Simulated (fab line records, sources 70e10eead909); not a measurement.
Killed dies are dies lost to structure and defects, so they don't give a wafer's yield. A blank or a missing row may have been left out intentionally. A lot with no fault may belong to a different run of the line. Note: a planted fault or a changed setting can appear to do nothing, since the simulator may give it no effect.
The tool behind it: which one? | flow nandHarc | Sampling: 14 lots, 42 wafers, 4 of 1302 route steps

== WHAT THE GAUGES READ, wafer by wafer ==
The record holds no reading of a measuring or inspecting step that can be judged against a usual standard deviation.

== WHAT TOOL EACH LOT RAN ON (gives the tool, then ch and the chambers of the sampled wafers, and finally the start) ==
lot  | NHARC_A_STAIRCASE_ETCH_13         | NHARC_A_STAIRCASE_TRIM_18     | NHARC_A_STAIRCASE_ETCH_19     | NHARC_A_STAIRCASE_ETCH_21
L636 | rieDiel-11 ch 1,2,3, day 15 23:45 | rieDiel-11 ch 0,2,3, no start | rieDiel-11 ch 0,1, no start   | rieDiel-03 ch 0,1,2, no start
L637 | rieDiel-03 ch 1,2, day 16 10:59   | rieDiel-03 ch 0,1,2, no start | rieDiel-03 ch 1,2, no start   | rieDiel-11 ch 0,2,3, no start
L638 | rieDiel-11 ch 0,1, day 17 00:53   | rieDiel-11 ch 1,2, no start   | rieDiel-11 ch 2,3, no start   | rieDiel-11 ch 1,2,3, no start
L639 | rieDiel-02 ch 2,3, day 17 04:29   | rieDiel-02 ch 1,2, no start   | rieDiel-02 ch 0,2,3, no start | rieDiel-02 ch 0,2, no start
L641 | rieDiel-03 ch 0,1,3, day 17 13:31 | rieDiel-03 ch 1,2, no start   | rieDiel-03 ch 0,1,3, no start | rieDiel-11 ch 0,1,2, no start
L643 | rieDiel-03 ch 0,2,3, day 18 22:45 | rieDiel-03 ch 0,2, no start   | rieDiel-03 ch 1,3, no start   | rieDiel-03 ch 0,2,3, no start
L646 | rieDiel-02 ch 1,2,3, day 20 03:20 | rieDiel-02 ch 0,2, no start   | rieDiel-02 ch 0,1,2, no start | rieDiel-02 ch 0,2,3, no start
L647 | rieDiel-02 ch 0,1,2, day 20 09:16 | rieDiel-02 ch 2,3, no start   | rieDiel-02 ch 1,2, no start   | rieDiel-11 ch 0,1,3, no start
L649 | rieDiel-03 ch 0,1,3, day 20 18:05 | rieDiel-03 ch 0,1,3, no start | rieDiel-03 ch 0,1,3, no start | rieDiel-03 ch 0,1, no start
L651 | rieDiel-02 ch 0,2,3, day 21 18:49 | rieDiel-02 ch 0,2, no start   | rieDiel-02 ch 0,1,2, no start | rieDiel-03 ch 1,2, no start
L653 | rieDiel-03 ch 1,2,3, day 22 07:01 | rieDiel-03 ch 0,3, no start   | rieDiel-03 ch 0,1,3, no start | rieDiel-11 ch 1,3, no start
L652 | rieDiel-03 ch 0,2,3, day 22 07:23 | rieDiel-03 ch 0,3, no start   | rieDiel-03 ch 0,2,3, no start | rieDiel-02 ch 2,3, no start
L654 | rieDiel-03 ch 1,2,3, day 23 06:50 | rieDiel-03 ch 0,2,3, no start | rieDiel-03 ch 0,1,3, no start | rieDiel-11 ch 0,2,3, no start
L659 | rieDiel-11 ch 0,2,3, day 25 06:49 | rieDiel-11 ch 2,3, no start   | rieDiel-11 ch 0,1, no start   | rieDiel-02 ch 0,1, no start
- NHARC_A_STAIRCASE_ETCH_13: etches the open film in C4F8/O2, target depth 100 nm, time 40.5 s.
- NHARC_A_STAIRCASE_TRIM_18: chemistry O2, time 211.2 s.
- NHARC_A_STAIRCASE_ETCH_19: etches the open film in C4F8/O2, target depth 100 nm, time 40.5 s.
- NHARC_A_STAIRCASE_ETCH_21: etches the open film in C4F8/O2, target depth 100 nm, time 40.5 s.

== AS READ BY THE TOOLS THEMSELVES (means over the sampled wafers that have a number; for cases with no such wafer, the mark the record gives instead) ==
NHARC_A_STAIRCASE_ETCH_13.
lot  | tool       | oesProductAu (a.u.) | rfVppV (V)
L636 | rieDiel-11 | 0.950               | 896
L637 | rieDiel-03 | 0.963               | 895
L638 | rieDiel-11 | 0.966               | 896
L639 | rieDiel-02 | 0.933               | 900
L641 | rieDiel-03 | 0.931               | 892
L643 | rieDiel-03 | 0.947               | 896
L646 | rieDiel-02 | 0.943               | 899
L647 | rieDiel-02 | 0.924               | 897
L649 | rieDiel-03 | 0.937               | 891
L651 | rieDiel-02 | 0.949               | 897
L653 | rieDiel-03 | 0.944               | 896
L652 | rieDiel-03 | 0.967               | 896
L654 | rieDiel-03 | 0.986               | 895
L659 | rieDiel-11 | 0.942               | 896

NHARC_A_STAIRCASE_TRIM_18.
lot  | tool       | drypumpMotorCurrentA (A) | oesProductAu (a.u.) | rfVppV (V) | showerheadPlenumPTorr (Torr) | throttleValvePct (%)
L636 | rieDiel-11 | 6.0                      | 0.996               | 57.0       | 3.55                         | 17.035
L637 | rieDiel-03 | 6.3                      | 1.006               | 57.9       | 3.51                         | 17.040
L638 | rieDiel-11 | 5.6                      | 1.003               | 58.0       | 3.43                         | 17.036
L639 | rieDiel-02 | 5.7                      | 1.003               | 58.4       | 3.60                         | 17.047
L641 | rieDiel-03 | 6.6                      | 1.007               | 58.6       | 3.64                         | 17.035
L643 | rieDiel-03 | 6.5                      | 0.995               | 58.0       | 3.51                         | 17.047
L646 | rieDiel-02 | 5.6                      | 0.998               | 58.5       | 3.45                         | 17.030
L647 | rieDiel-02 | 5.7                      | 0.986               | 57.6       | 3.65                         | 17.041
L649 | rieDiel-03 | 6.2                      | 0.993               | 57.7       | 3.39                         | 17.033
L651 | rieDiel-02 | 5.5                      | 0.997               | 57.0       | 3.44                         | 17.036
L653 | rieDiel-03 | 6.3                      | 0.989               | 57.5       | 3.41                         | 17.030
L652 | rieDiel-03 | 6.4                      | 0.988               | 57.5       | 3.39                         | 17.033
L654 | rieDiel-03 | 6.5                      | 0.984               | 58.5       | 3.52                         | 17.025
L659 | rieDiel-11 | 6.0                      | 1.006               | 57.5       | 3.43                         | 17.024

NHARC_A_STAIRCASE_ETCH_19.
lot  | tool       | oesProductAu (a.u.) | rfVppV (V)
L636 | rieDiel-11 | 0.926               | 896
L637 | rieDiel-03 | 0.945               | 895
L638 | rieDiel-11 | 0.948               | 893
L639 | rieDiel-02 | 0.942               | 898
L641 | rieDiel-03 | 0.934               | 891
L643 | rieDiel-03 | 0.956               | 891
L646 | rieDiel-02 | 0.938               | 897
L647 | rieDiel-02 | 0.930               | 898
L649 | rieDiel-03 | 0.934               | 891
L651 | rieDiel-02 | 0.941               | 896
L653 | rieDiel-03 | 0.937               | 891
L652 | rieDiel-03 | 0.936               | 896
L654 | rieDiel-03 | 0.939               | 891
L659 | rieDiel-11 | 0.952               | 895

NHARC_A_STAIRCASE_ETCH_21.
lot  | tool       | oesProductAu (a.u.) | rfVppV (V)
L636 | rieDiel-03 | 0.929               | 895
L637 | rieDiel-11 | 0.971               | 897
L638 | rieDiel-11 | 0.949               | 896
L639 | rieDiel-02 | 0.942               | 893
L641 | rieDiel-11 | 0.957               | 894
L643 | rieDiel-03 | 0.934               | 896
L646 | rieDiel-02 | 0.932               | 897
L647 | rieDiel-11 | 0.938               | 898
L649 | rieDiel-03 | 0.945               | 890
L651 | rieDiel-03 | 0.954               | 898
L653 | rieDiel-11 | 0.958               | 897
L652 | rieDiel-02 | 0.969               | 896
L654 | rieDiel-11 | 0.964               | 896
L659 | rieDiel-02 | 0.968               | 896

== THE ANSWER, worked out from the rows above alone ==
Rule: what is usual is taken from the lots themselves. The widest of any qualifying gaps counts: lots, ordered by their means at a reading, are off when they make up no more than a third of the lots, leave a main group of 4 or more, and stand apart from it by 3 or more times the standard deviation of that group's means. A main group whose means are all the same, to the digits that the tables above print for the reading, isn't used. A lot without any number at a reading at which 4 lots or more have one is off too. All remaining lots with rows at the step are treated as sound. Order of review: gauges by route order, followed by the tools' own readings, for which a lot's mean as printed above is used. The first step at which some lot is off is used, and at that step the reading that is off furthest; a lot without a number counts as furthest.
No lot is off at any reading shown: from this, nothing can be told.

== WHAT THE SIMULATOR HAD PUT IN ==
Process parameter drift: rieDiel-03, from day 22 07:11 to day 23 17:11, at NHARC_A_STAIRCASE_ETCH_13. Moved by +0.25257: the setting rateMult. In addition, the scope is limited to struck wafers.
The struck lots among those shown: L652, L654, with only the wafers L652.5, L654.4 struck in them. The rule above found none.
